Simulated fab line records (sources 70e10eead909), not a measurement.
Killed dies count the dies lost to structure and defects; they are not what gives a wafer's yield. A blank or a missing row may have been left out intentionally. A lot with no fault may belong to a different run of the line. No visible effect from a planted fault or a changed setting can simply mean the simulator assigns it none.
What tool caused it? :: flow nandHarc :: 13 lots, 39 wafers sampled, at 4 steps of a route of 1159

## WHAT THE GAUGES READ, wafer by wafer
NHARC_P_STI_CD_MEAS_09: the cd target is 200 nm.
lot: L229
measured: day 2 10:47
on: cdSem-03
cdNm (nm): 201.2 200.6 202.5

lot: L230
measured: day 2 16:56
on: cdSem-01
cdNm (nm): 199.2 196.9 199.7

lot: L231
measured: day 3 00:22
on: cdSem-01
cdNm (nm): 197.5 198.9 199.3

lot: L232
measured: day 3 06:19
on: cdSem-03
cdNm (nm): 195.7 199.2 199.4

lot: L233
measured: day 3 13:44
on: cdSem-03
cdNm (nm): 199.7 197.7 197.8

lot: L237
measured: day 4 12:40
on: cdSem-03
cdNm (nm): 201.1 201.1 203.1

lot: L244
measured: day 6 06:31
on: cdSem-02
cdNm (nm): 200.3 201.6 202.4

lot: L246
measured: day 6 20:26
on: cdSem-02
cdNm (nm): 202.0 201.3 197.8

lot: L247
measured: day 6 20:16
on: cdSem-01
cdNm (nm): 199.9 200.0 198.2

lot: L249
measured: day 7 11:17
on: cdSem-01
cdNm (nm): 202.5 201.3 206.2

lot: L250
measured: day 7 16:56
on: cdSem-03
cdNm (nm): 198.8 198.9 200.5

lot: L251
measured: day 8 00:19
on: cdSem-03
cdNm (nm): 197.7 200.5 198.2

lot: L252
measured: day 8 06:07
on: cdSem-02
cdNm (nm): 199.8 198.1 200.0

NHARC_P_GATE_CD_MEAS_11: the cd target is 1640 nm.
lot: L229
measured: day 3 16:54
on: cdSem-02
cdNm (nm): 1641.3 1640.8 1643.5

lot: L230
measured: day 4 08:29
on: cdSem-03
cdNm (nm): 1639.2 1638.7 1638.9

lot: L231
measured: day 4 14:38
on: cdSem-01
cdNm (nm): 1638.6 1641.9 1640.4

lot: L232
measured: day 4 20:49
on: cdSem-01
cdNm (nm): 1640.4 1640.8 1639.8

lot: L233
measured: day 5 03:13
on: cdSem-01
cdNm (nm): 1639.0 1638.1 1639.3

lot: L237
measured: day 6 04:13
on: cdSem-01
cdNm (nm): - - -

lot: L244
measured: day 7 22:59
on: cdSem-02
cdNm (nm): 1639.4 1638.4 1640.9

lot: L246
measured: day 8 11:50
on: cdSem-01
cdNm (nm): 1641.4 1641.1 1639.0

lot: L247
measured: day 8 11:40
on: cdSem-01
cdNm (nm): 1640.6 1642.3 1642.8

lot: L249
measured: day 9 08:00
on: cdSem-01
cdNm (nm): 1639.5 1637.7 1639.5

lot: L250
measured: day 9 08:20
on: cdSem-01
cdNm (nm): 1640.7 1638.7 1640.3

lot: L251
measured: day 9 15:36
on: cdSem-03
cdNm (nm): 1640.6 1639.8 1642.6

lot: L252
measured: day 9 15:46
on: cdSem-02
cdNm (nm): 1638.7 1640.7 1640.9

## WHAT TOOL EACH LOT RAN ON (gives the tool, then ch and the chambers of the sampled wafers, and finally the start)
lot: L229
NHARC_P_ZERO_WELL_DESCUM_26: rieDiel-13 ch 1,2, day 1 14:31
NHARC_P_GATE_EXPOSE_08: krfScanner-03 ch 0, day 3 16:45

lot: L230
NHARC_P_ZERO_WELL_DESCUM_26: rieDiel-05 ch 0,1,3, day 1 20:37
NHARC_P_GATE_EXPOSE_08: krfScanner-01 ch 0, day 4 08:20

lot: L231
NHARC_P_ZERO_WELL_DESCUM_26: rieDiel-08 ch 2,3, day 2 02:45
NHARC_P_GATE_EXPOSE_08: krfScanner-02 ch 0, day 4 14:28

lot: L232
NHARC_P_ZERO_WELL_DESCUM_26: rieDiel-13 ch 0,2,3, day 2 08:37
NHARC_P_GATE_EXPOSE_08: krfScanner-03 ch 0, day 4 20:39

lot: L233
NHARC_P_ZERO_WELL_DESCUM_26: rieDiel-13 ch 0,2,3, day 2 14:49
NHARC_P_GATE_EXPOSE_08: krfScanner-03 ch 0, day 5 03:04

lot: L237
NHARC_P_ZERO_WELL_DESCUM_26: rieDiel-08 ch 2,3, day 3 14:40
NHARC_P_GATE_EXPOSE_08: krfScanner-02 ch 0, day 6 04:04

lot: L244
NHARC_P_ZERO_WELL_DESCUM_26: rieDiel-05 ch 0,2, day 5 08:46
NHARC_P_GATE_EXPOSE_08: krfScanner-02 ch 0, day 7 22:49

lot: L246
NHARC_P_ZERO_WELL_DESCUM_26: rieDiel-13 ch 1,2, day 5 20:52
NHARC_P_GATE_EXPOSE_08: krfScanner-03 ch 0, day 8 11:41

lot: L247
NHARC_P_ZERO_WELL_DESCUM_26: rieDiel-08 ch 0,2,3, day 6 02:38
NHARC_P_GATE_EXPOSE_08: krfScanner-02 ch 0, day 8 11:31

lot: L249
NHARC_P_ZERO_WELL_DESCUM_26: rieDiel-05 ch 0,1,2, day 6 15:05
NHARC_P_GATE_EXPOSE_08: krfScanner-02 ch 0, day 9 07:51

lot: L250
NHARC_P_ZERO_WELL_DESCUM_26: rieDiel-08 ch 1,2,3, day 6 20:49
NHARC_P_GATE_EXPOSE_08: krfScanner-01 ch 0, day 9 08:10

lot: L251
NHARC_P_ZERO_WELL_DESCUM_26: rieDiel-08 ch 0,3, day 7 02:48
NHARC_P_GATE_EXPOSE_08: krfScanner-01 ch 0, day 9 15:26

lot: L252
NHARC_P_ZERO_WELL_DESCUM_26: rieDiel-13 ch 1,2, day 7 08:47
NHARC_P_GATE_EXPOSE_08: krfScanner-03 ch 0, day 9 15:36
- NHARC_P_ZERO_WELL_DESCUM_26: chemistry O2, time 3 s.
- NHARC_P_GATE_EXPOSE_08: exposes mask P HV.

## WHAT THE TOOLS THEMSELVES READ (means of the sampled wafers that have a number; where no wafer has one, the mark that the record gives instead)
NHARC_P_ZERO_WELL_DESCUM_26.
lot: L229
tool: rieDiel-13
drypumpMotorCurrentA (A): 5.2
oesProductAu (a.u.): 1.012
rfVppV (V): 58.2
showerheadPlenumPTorr (Torr): 1.93
throttleValvePct (%): 11.305

lot: L230
tool: rieDiel-05
drypumpMotorCurrentA (A): 6.0
oesProductAu (a.u.): 0.997
rfVppV (V): 57.6
showerheadPlenumPTorr (Torr): 1.92
throttleValvePct (%): 11.316

lot: L231
tool: rieDiel-08
drypumpMotorCurrentA (A): 5.7
oesProductAu (a.u.): 1.010
rfVppV (V): 57.1
showerheadPlenumPTorr (Torr): 1.91
throttleValvePct (%): 11.316

lot: L232
tool: rieDiel-13
drypumpMotorCurrentA (A): 5.5
oesProductAu (a.u.): 1.002
rfVppV (V): 57.2
showerheadPlenumPTorr (Torr): 1.90
throttleValvePct (%): 11.313

lot: L233
tool: rieDiel-13
drypumpMotorCurrentA (A): 5.5
oesProductAu (a.u.): 1.001
rfVppV (V): 58.1
showerheadPlenumPTorr (Torr): 1.90
throttleValvePct (%): 11.303

lot: L237
tool: rieDiel-08
drypumpMotorCurrentA (A): 5.7
oesProductAu (a.u.): 1.011
rfVppV (V): 57.7
showerheadPlenumPTorr (Torr): 1.91
throttleValvePct (%): 11.302

lot: L244
tool: rieDiel-05
drypumpMotorCurrentA (A): 5.5
oesProductAu (a.u.): 1.004
rfVppV (V): 57.1
showerheadPlenumPTorr (Torr): 1.88
throttleValvePct (%): 11.303

lot: L246
tool: rieDiel-13
drypumpMotorCurrentA (A): 5.2
oesProductAu (a.u.): 1.013
rfVppV (V): 58.0
showerheadPlenumPTorr (Torr): 1.93
throttleValvePct (%): 11.303

lot: L247
tool: rieDiel-08
drypumpMotorCurrentA (A): 5.7
oesProductAu (a.u.): 0.997
rfVppV (V): 57.1
showerheadPlenumPTorr (Torr): 1.93
throttleValvePct (%): 11.317

lot: L249
tool: rieDiel-05
drypumpMotorCurrentA (A): 5.7
oesProductAu (a.u.): 0.996
rfVppV (V): 57.9
showerheadPlenumPTorr (Torr): 1.89
throttleValvePct (%): 11.298

lot: L250
tool: rieDiel-08
drypumpMotorCurrentA (A): 5.8
oesProductAu (a.u.): 0.994
rfVppV (V): 58.1
showerheadPlenumPTorr (Torr): 1.94
throttleValvePct (%): 11.317

lot: L251
tool: rieDiel-08
drypumpMotorCurrentA (A): 5.7
oesProductAu (a.u.): 1.002
rfVppV (V): 57.1
showerheadPlenumPTorr (Torr): 1.87
throttleValvePct (%): 11.306

lot: L252
tool: rieDiel-13
drypumpMotorCurrentA (A): 5.2
oesProductAu (a.u.): 1.006
rfVppV (V): 56.9
showerheadPlenumPTorr (Torr): 1.88
throttleValvePct (%): 11.312

NHARC_P_GATE_EXPOSE_08.
lot: L229
tool: krfScanner-03
reticleTempC (C): 22.85

lot: L230
tool: krfScanner-01
reticleTempC (C): 22.95

lot: L231
tool: krfScanner-02
reticleTempC (C): 22.95

lot: L232
tool: krfScanner-03
reticleTempC (C): 23.04

lot: L233
tool: krfScanner-03
reticleTempC (C): 22.89

lot: L237
tool: krfScanner-02
reticleTempC (C): 23.06

lot: L244
tool: krfScanner-02
reticleTempC (C): 23.07

lot: L246
tool: krfScanner-03
reticleTempC (C): 23.00

lot: L247
tool: krfScanner-02
reticleTempC (C): 23.02

lot: L249
tool: krfScanner-02
reticleTempC (C): 22.91

lot: L250
tool: krfScanner-01
reticleTempC (C): 23.10

lot: L251
tool: krfScanner-01
reticleTempC (C): 23.19

lot: L252
tool: krfScanner-03
reticleTempC (C): 23.04

## THE ANSWER, worked out from the rows above alone
Rule: the usual values come from the lots themselves. Put in order of their means at a reading, lots are off if they are a third of the lots or fewer, leave a main group of 4 or more, and stand apart from it by a gap of 3 or more times the standard deviation of the main group's means; of several such gaps the widest counts. A main group whose means are all the same, to the digits that the tables above print for the reading, isn't used. Also off: a lot with no number at a reading for which 4 or more lots have one. Where the step has rows for the other lots, those lots are counted as sound. First the gauges in route order, then the tools' own readings, where a lot's mean is used as printed above. The first step at which some lot is off is used, and at that step the reading that is off furthest; a lot without a number counts as furthest.
Off: L237, at NHARC_P_GATE_CD_MEAS_11 (cdNm). Without a number there: L237. Main group: mean 1640.2 nm, sd 1.
A tool fits if, at a process step before that reading, it ran every lot that is off, and no sound lot after the first of them. The gauges at NHARC_P_GATE_CD_MEAS_11 are tried like those tools. None of those tried fits.

## WHAT THE SIMULATOR HAD INSERTED
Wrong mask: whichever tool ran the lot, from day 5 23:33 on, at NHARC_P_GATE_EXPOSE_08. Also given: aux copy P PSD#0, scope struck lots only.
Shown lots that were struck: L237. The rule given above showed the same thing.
